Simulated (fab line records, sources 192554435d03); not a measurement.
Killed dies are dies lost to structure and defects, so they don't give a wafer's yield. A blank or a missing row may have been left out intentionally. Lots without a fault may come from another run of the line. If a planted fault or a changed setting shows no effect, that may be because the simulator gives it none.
Which of the tools did it? | flow n5_finfet | 9 lots with 27 wafers sampled at 5 steps, on a route of 1938 steps

== WHAT EACH GAUGE READ, for each wafer ==
N5_BEOL_M4_RC_MEAS_101. Usual: DIBL_N 36.2 mV/V, standard deviation 1.6; DIBL_P 36.5 mV/V, standard deviation 1.9; IOFF_N 0.158 nA/um, standard deviation 0.027; IOFF_P 0.21 nA/um, standard deviation 0.038; ION_N 675 uA/um, standard deviation 12; ION_P 464 uA/um, standard deviation 8.9; SS_N 71.5 mV/dec, standard deviation 0.61; SS_P 73.4 mV/dec, standard deviation 0.59; VT_N 250.4 mV, standard deviation 3; VT_P -250 mV, standard deviation 3.6.
lot  | measured     | on        | DIBL_N (mV/V)  | DIBL_P (mV/V)  | IOFF_N (nA/um)    | IOFF_P (nA/um) | ION_N (uA/um) | ION_P (uA/um) | SS_N (mV/dec)  | SS_P (mV/dec)  | VT_N (mV)         | VT_P (mV)      | flag
L378 | day 7 20:24  | prober-01 | 37.7 36.3 38.5 | 38.5 36.5 39.0 | 0.175 0.146 0.194 | 0.26 0.22 0.27 | 683 676 683   | 474 472 468   | 72.3 71.1 72.0 | 74.0 73.0 74.1 | 251.0 251.9 247.4 | -247 -250 -245 |
L380 | day 8 17:38  | prober-01 | 36.9 38.4 36.7 | 36.6 37.3 35.5 | 0.154 0.171 0.148 | 0.22 0.22 0.20 | 666 669 670   | 461 461 458   | 72.4 71.9 71.7 | 73.5 74.1 72.9 | 254.4 251.4 253.9 | -251 -252 -252 |
L384 | day 9 19:01  | prober-01 | 34.9 34.2 36.7 | 34.8 34.6 37.9 | 0.129 0.121 0.165 | 0.20 0.19 0.25 | 673 665 685   | 465 461 474   | 71.5 71.3 72.1 | 73.4 72.7 73.2 | 255.7 254.4 248.9 | -249 -251 -245 |
L386 | day 10 02:59 | prober-02 | 37.6 35.8 35.6 | 38.5 37.4 37.4 | 0.184 0.158 0.165 | 0.24 0.22 0.22 | 698 686 696   | 475 467 477   | 72.1 71.1 71.1 | 73.9 73.5 73.4 | 245.7 250.7 247.4 | -249 -249 -248 |
L387 | day 10 01:27 | prober-01 | 35.0 35.1 34.2 | 35.7 35.6 33.3 | 0.139 0.144 0.128 | 0.19 0.20 0.17 | 672 683 671   | 468 468 462   | 71.4 71.3 70.5 | 73.3 72.9 73.1 | 252.1 252.2 254.2 | -252 -251 -252 |
L388 | day 10 11:46 | prober-01 | 34.9 36.5 38.2 | 35.8 37.3 39.0 | 0.142 0.175 0.209 | 0.19 0.20 0.25 | 671 691 705   | 463 464 474   | 70.5 70.8 72.8 | 73.5 73.8 73.6 | 251.0 245.7 246.5 | -250 -251 -246 |
L391 | day 11 15:15 | prober-01 | 36.2 39.3 38.4 | 37.1 40.7 39.7 | 0.157 0.232 0.198 | 0.25 0.31 0.31 | 685 699 686   | 473 480 474   | 70.6 72.4 71.0 | 73.1 74.5 74.5 | 247.2 243.7 244.2 | -246 -241 -240 |
L398 | day 13 14:35 | prober-02 | 35.7 36.8 35.6 | 35.7 38.1 36.5 | 0.158 0.175 0.165 | 0.18 0.23 0.20 | 677 666 677   | 459 457 468   | 71.2 71.6 71.4 | 72.7 73.8 72.8 | 248.8 247.5 248.2 | -254 -250 -251 |
L399 | day 14 08:34 | prober-02 | 35.0 34.2 32.9 | 34.8 34.5 33.3 | 0.149 0.141 0.116 | 0.22 0.22 0.19 | 664 686 666   | 463 482 469   | 71.1 70.4 71.3 | 72.8 73.0 73.1 | 250.4 249.9 252.7 | -248 -248 -251 |

== TOOL THAT RAN EACH LOT (tool first, then ch and the chambers of the sampled wafers, then the start) ==
lot  | N5_GATE_CUT_ETCH_37                | N5_GATE_CUT_CUT_ETCH_54           | N5_GATE_CUT_VAPOR_ETCH_48         | N5_GATE_CUT_STRIP_21
L378 | rie_diel-03 ch 2,3, day 4 15:57    | rie_metal-03 ch 0,1, day 4 16:19  | rie_metal-03 ch 0,1, day 4 16:26  | plasma_asher-02 ch 1, day 4 16:33
L380 | rie_diel-06 ch 0,3, day 5 03:40    | rie_metal-02 ch 0, day 5 04:02    | rie_metal-02 ch 0, day 5 04:09    | plasma_asher-01 ch 0,1, day 5 04:16
L384 | rie_diel-03 ch 1,2,3, day 6 12:23  | rie_metal-03 ch 0,1, day 6 12:47  | rie_metal-03 ch 0,1, day 6 12:53  | plasma_asher-01 ch 0,1, day 6 13:01
L386 | rie_diel-01 ch 0,1,3, day 6 19:12  | rie_metal-03 ch 0,1, day 6 19:34  | rie_metal-03 ch 0,1, day 6 19:41  | plasma_asher-01 ch 0,1, day 6 19:48
L387 | rie_diel-01 ch 0,2,3, day 6 20:55  | rie_metal-03 ch 0,1, day 6 21:19  | rie_metal-03 ch 0,1, day 6 21:25  | plasma_asher-02 ch 0,1, day 6 21:32
L388 | rie_diel-01 ch 1,2, day 7 03:46    | rie_metal-01 ch 0,1, day 7 04:09  | rie_metal-01 ch 0,1, day 7 04:16  | plasma_asher-02 ch 0,1, day 7 04:23
L391 | rie_diel-06 ch 0,1,3, day 7 22:45  | rie_metal-03 ch 0,1, day 7 23:07  | rie_metal-03 ch 0,1, day 7 23:14  | plasma_asher-02 ch 0,1, day 7 23:21
L398 | rie_diel-01 ch 0,2, day 9 21:28    | rie_metal-03 ch 0,1, day 9 21:50  | rie_metal-03 ch 0,1, day 9 21:57  | plasma_asher-02 ch 0, day 9 22:04
L399 | rie_diel-06 ch 1,2,3, day 10 00:25 | rie_metal-03 ch 0,1, day 10 00:47 | rie_metal-03 ch 0,1, day 10 00:55 | plasma_asher-02 ch 0,1, day 10 01:05
- N5_GATE_CUT_ETCH_37: etches SOC in N2/H2, target depth 60 nm, overetch 12 nm, time 90 s.
- N5_GATE_CUT_CUT_ETCH_54: etches TiN in Cl2/BCl3, target depth 96.7 nm.
- N5_GATE_CUT_VAPOR_ETCH_48: etches TiN in BCl3/Cl2.
- N5_GATE_CUT_STRIP_21: strips in N2/H2, time 30 s.

== AS READ BY THE TOOLS THEMSELVES (means over the sampled wafers that have a number; for cases with no such wafer, the mark the record gives instead) ==
N5_GATE_CUT_ETCH_37. Usual: drypump_motor_current_A 5.6 A, standard deviation 0.57; oes_product_au 0.69 a.u., standard deviation 0.068; rf_vpp_V 524.1 V, standard deviation 2.2; showerhead_plenum_p_Torr 2.55 Torr, standard deviation 0.073; throttle_valve_pct 17.82 %, standard deviation 0.2.
lot  | tool        | drypump_motor_current_A (A) | oes_product_au (a.u.) | rf_vpp_V (V) | showerhead_plenum_p_Torr (Torr) | throttle_valve_pct (%) | flag
L378 | rie_diel-03 | 5.8                         | 0.63                  | 526.2        | 2.60                            | 17.96                  |
L380 | rie_diel-06 | 5.9                         | 0.72                  | 525.6        | 2.59                            | 17.71                  |
L384 | rie_diel-03 | 5.9                         | 0.71                  | 525.2        | 2.58                            | 17.84                  |
L386 | rie_diel-01 | 5.3                         | 0.67                  | 522.8        | 2.54                            | 17.96                  |
L387 | rie_diel-01 | 5.7                         | 0.70                  | 523.4        | 2.52                            | 17.96                  |
L388 | rie_diel-01 | 5.6                         | 0.70                  | 525.7        | 2.58                            | 17.77                  |
L391 | rie_diel-06 | 5.7                         | 0.68                  | 524.2        | 2.52                            | 17.77                  |
L398 | rie_diel-01 | 5.7                         | 0.70                  | 523.6        | 2.55                            | 17.90                  |
L399 | rie_diel-06 | 5.2                         | 0.71                  | 524.1        | 2.55                            | 17.61                  |

N5_GATE_CUT_CUT_ETCH_54. Usual: drypump_motor_current_A 6.03 A, standard deviation 0.24; etch_rf_on_time_s 37.4 s, standard deviation 0.81; he_backside_leak_sccm 3.4 sccm, standard deviation 0.36; mfc_cl2_sccm 53.26 sccm, standard deviation 0.16; oes_product_au 0.66 a.u., standard deviation 0.11; throttle_valve_pct 22.31 %, standard deviation 0.18.
lot  | tool         | drypump_motor_current_A (A) | etch_rf_on_time_s (s) | he_backside_leak_sccm (sccm) | mfc_cl2_sccm (sccm) | oes_product_au (a.u.) | throttle_valve_pct (%) | flag
L378 | rie_metal-03 | 6.08                        | 37.8                  | 3.4                          | 53.28               | 0.62                  | 22.34                  |
L380 | rie_metal-02 | 5.77                        | 37.0                  | 3.5                          | 53.29               | 0.55                  | 22.67                  |
L384 | rie_metal-03 | 6.02                        | 38.2                  | 3.3                          | 53.30               | 0.67                  | 22.30                  |
L386 | rie_metal-03 | 6.03                        | 37.7                  | 3.2                          | 53.24               | 0.67                  | 22.30                  |
L387 | rie_metal-03 | 6.04                        | 38.4                  | 3.3                          | 53.32               | 0.66                  | 22.31                  |
L388 | rie_metal-01 | 6.20                        | 37.1                  | 3.4                          | 53.28               | 0.60                  | 22.42                  |
L391 | rie_metal-03 | 6.04                        | 38.1                  | 3.2                          | 53.11               | 0.66                  | 22.32                  |
L398 | rie_metal-03 | 6.05                        | 38.1                  | 3.0                          | 50.63               | 0.66                  | 22.01                  | OFF
L399 | rie_metal-03 | 6.04                        | 38.0                  | 3.9                          | 50.60               | 0.65                  | 22.01                  | OFF

N5_GATE_CUT_VAPOR_ETCH_48. Usual: drypump_motor_current_A 6.03 A, standard deviation 0.24; he_backside_leak_sccm 3.3 sccm, standard deviation 0.31; oes_product_au 0.74 a.u., standard deviation 0.12.
lot  | tool         | drypump_motor_current_A (A) | he_backside_leak_sccm (sccm) | oes_product_au (a.u.) | flag
L378 | rie_metal-03 | 6.08                        | 3.3                          | 0.71                  |
L380 | rie_metal-02 | 5.77                        | 3.5                          | 0.60                  |
L384 | rie_metal-03 | 6.01                        | 3.4                          | 0.76                  |
L386 | rie_metal-03 | 6.04                        | 3.4                          | 0.75                  |
L387 | rie_metal-03 | 6.02                        | 3.2                          | 0.75                  |
L388 | rie_metal-01 | 6.23                        | 3.5                          | 0.66                  |
L391 | rie_metal-03 | 6.04                        | 3.1                          | 0.74                  |
L398 | rie_metal-03 | 6.04                        | 3.4                          | 0.74                  |
L399 | rie_metal-03 | 6.05                        | 3.3                          | 0.74                  |

N5_GATE_CUT_STRIP_21. Usual: drypump_motor_current_A 5.9 A, standard deviation 0.48; heater_power_w 383 W, standard deviation 42.
lot  | tool            | drypump_motor_current_A (A) | heater_power_w (W) | flag
L378 | plasma_asher-02 | 6.3                         | 425                |
L380 | plasma_asher-01 | 5.8                         | 328                |
L384 | plasma_asher-01 | 5.4                         | 320                |
L386 | plasma_asher-01 | 5.4                         | 322                |
L387 | plasma_asher-02 | 6.1                         | 417                |
L388 | plasma_asher-02 | 6.1                         | 416                |
L391 | plasma_asher-02 | 6.2                         | 411                |
L398 | plasma_asher-02 | 5.7                         | 394                |
L399 | plasma_asher-02 | 6.2                         | 411                |

== THE ANSWER, worked out from the rows above alone ==
Rule: take the mean of a lot's wafers that have a number; if it is more than 3 standard deviations from the usual mean, the lot is off. A lot without any number at a reading at which 4 lots or more have one is off too. Any other lot the step has rows for is counted as sound. The gauges are gone through in route order, then the tools' own readings, and for those a lot's mean is taken as printed above. The first step at which some lot is off is used, and at that step the reading that is off furthest; a lot without a number counts as furthest.
Off: L398, L399, at N5_GATE_CUT_CUT_ETCH_54 (mfc_cl2_sccm).
If a tool, at that step or one of the process steps before it, ran each lot that is off and ran no sound lot following the first of them, it fits. One candidate fits, namely rie_metal-03 at N5_GATE_CUT_CUT_ETCH_54. A fault onset in the window from L391 (day 7 23:07, its last sound lot) to L398 (day 9 21:50, its first lot off) fits.
On the lots that are off, the tool's own readings at N5_GATE_CUT_CUT_ETCH_54 differ by more than 5 times the standard deviation of the sound lots' means, which bears it out; mfc_cl2_sccm reads 50.62 sccm there versus 53.26 sccm on the sound lots.

== WHAT WAS PUT IN BY THE SIMULATOR ==
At N5_GATE_CUT_CUT_ETCH_54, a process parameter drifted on rie_metal-03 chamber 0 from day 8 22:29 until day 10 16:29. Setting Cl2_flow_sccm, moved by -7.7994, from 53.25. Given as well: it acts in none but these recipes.
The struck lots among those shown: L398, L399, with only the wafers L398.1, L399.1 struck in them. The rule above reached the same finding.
